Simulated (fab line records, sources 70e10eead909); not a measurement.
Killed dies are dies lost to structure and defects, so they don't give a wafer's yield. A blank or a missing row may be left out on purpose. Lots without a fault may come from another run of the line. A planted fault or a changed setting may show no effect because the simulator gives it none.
A struck lot beside a sound one | flow nand_harc | 15 steps out of a route of 1302
Sound: wafers L775.2, L775.5, L775.6. Struck: wafer L781.2. (L781.3, L781.6 of the same lot were not struck and are left out.) The cause comes at the end.
At each step with rows: each side's tool, then ch and its chambers, then its first start. Under that, the readings that differ: sound wafers | struck wafers | difference of the means | sigmas: that difference in standard deviations of wafers without a fault.
alike: readings whose means differ by less than 2 such deviations, and words and numbers that are the same on both sides. not compared: withheld readings, readings that some wafer has no value for, bounds like >300 that may hide the same value, and numbers for which the record gives no deviation and whose values overlap.
The two part at a step that has a row with sigmas, a row that says differs or no value, or rows on one side only. Numbers that don't overlap but have no deviation are shown without sigmas and don't part them. A reading that every wafer of one side lacks parts them only if that side has two wafers or more.

first, 6 steps without rows for these wafers: NHARC_A_DECK1_JOINT_CVD_34 (deposits SiNx, target thk 20 nm); NHARC_A_DECK1_JOINT_DEP_06 (deposits SiOx, target thk 80 nm); NHARC_A_DECK1_JOINT_CURE_26 (time 32 s); NHARC_A_DECK1_JOINT_ANNEAL_27 (time 3600 s); NHARC_A_DECK1_JOINT_ANNEAL_28 (time 1800 s); NHARC_A_DECK1_JOINT_ANNEAL_29 (time 1800 s).
NHARC_A_DECK1_JOINT_CMP_02: polishes SiOx.
  sound on cmp-02 ch 0,1,3, day 12 01:38; struck on cmp-01 ch 2, day 14 22:42
  alike: motor_current_A, retaining_ring_pressure_frac
then, 1 step without rows for these wafers: NHARC_A_DECK1_JOINT_SRD_15.
NHARC_A_DECK1_JOINT_DEP_16: deposits SiO2, target thk 45 nm.
  sound on pecvd-02 ch 0,1,2, day 12 02:00; struck on pecvd-04 ch 2, day 14 23:04
  alike: heater_power_w, throttle_valve_pct
NHARC_A_DECK1_JOINT_THK_MEAS_17: measures by ellipsometry.
  sound on film_metro-01, day 12 02:14; struck on film_metro-02, day 14 23:21
  alike: thk_nm
NHARC_A_DECK1_JOINT_INSPECT_05:
  sound on defect_inspect-02, day 12 02:16; struck on defect_inspect-01, day 14 23:23
  reading          | sound       | struck | difference | sigmas
  raw_defect_count | 315 471 600 | 221    | -241       | -2
NHARC_A_ONON_D2_DEP_00: target thk 1000 nm.
  sound on pecvd_onon-03 ch 0, day 12 02:23; struck on pecvd_onon-03 ch 0, day 14 23:31
  alike: n2_flow_sccm, n2o_flow_sccm
NHARC_A_ONON_D2_THK_MEAS_02: measures by ellipsometry.
  sound on film_metro-01, day 12 02:50; struck on film_metro-02, day 14 23:58
  reading     | sound       | struck | difference | sigmas
  thk_nm (nm) | 992 991 993 | 1884   | +892       | +93
then, 1 step without rows for these wafers: NHARC_A_ONON_D2_DEP_03 (target thk 1000 nm).
-- the record jumps here: 12 days lie between the struck wafers' starts before and after (it left off in module A_ONON_D2 and takes up again in module END, whose first step shown is number 1302 of the route) --
NHARC_END_SORT_01:
  sound on prober-02 ch 0, day 24 01:50; struck on prober-01 ch 0, day 27 06:27
  reading         | sound    | struck | difference | sigmas
  killed_at_array | 65 62 62 | 673    | +610       | +36
  killed_dies     | 69 64 69 | 677    | +610       | +36
  alike: killed_at_other, killed_at_periphery, killed_open, killed_short

WHERE THEY PART
First at NHARC_A_DECK1_JOINT_INSPECT_05; last, within this record, at NHARC_END_SORT_01.

WHY: what the simulator had put in
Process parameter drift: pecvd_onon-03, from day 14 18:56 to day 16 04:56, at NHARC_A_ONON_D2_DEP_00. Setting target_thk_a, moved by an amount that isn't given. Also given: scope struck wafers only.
